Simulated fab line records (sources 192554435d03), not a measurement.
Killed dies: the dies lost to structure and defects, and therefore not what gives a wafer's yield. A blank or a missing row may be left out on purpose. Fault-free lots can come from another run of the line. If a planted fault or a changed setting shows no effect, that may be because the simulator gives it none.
Matching of chambers	flow n5 finfet	4 sister chambers for N5_STI_FIN_REVEAL_ETCH_34 on rie si-02
The step etches Si in H2, material Si, target depth 0.97 nm. 4 wafers are shown with their chamber, then 9 later ones without.

== WAFERS WITH THEIR CHAMBER ==
wafer	chamber	oes product au (a.u.)
L086.4	0	1.006
L088.2	2	1.034
L089.3	3	1.014
L089.5	1	1.014

== WAFERS WITH NO CHAMBER GIVEN ==
wafer	oes product au (a.u.)
L091.1	1.017
L091.3	0.993
L091.5	1.019
L092.1	0.996
L092.2	1.012
L092.6	1.004
L094.1	0.997
L094.5	0.999
L094.6	1.006

== WHICH CHAMBER EACH WENT THROUGH ==
wafer	from the rows above	in truth
L091.1	can't be placed: 1 or 3 or 0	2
L091.3	can't be placed: 0 or 1 or 3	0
L091.5	can't be placed: 1 or 3 or 0 or 2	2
L092.1	can't be placed: 0 or 1 or 3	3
L092.2	can't be placed: 1 or 3 or 0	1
L092.6	can't be placed: 0 or 1 or 3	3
L094.1	can't be placed: 0 or 1 or 3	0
L094.5	can't be placed: 0 or 1 or 3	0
L094.6	can't be placed: 0 or 1 or 3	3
Correct placement for 0 of the 9. Can't be placed from these rows: 9 (the true chamber is among the candidates in 8). Wrongly placed: 0.
How it was worked out, from the rows above alone: a wafer's distance from a chamber is the root of the sum, over the readings, of the square of ((its reading less the chamber's mean) divided by the reading's scatter). The wafer belongs to the nearest chamber; if the next one is less than 2 further off, it can't be placed. Each chamber's mean is taken over the wafers shown for it. The scatter (one wafer shown for each chamber): square how far every hidden wafer sits from the nearest shown wafer, average those squares and take the square root.
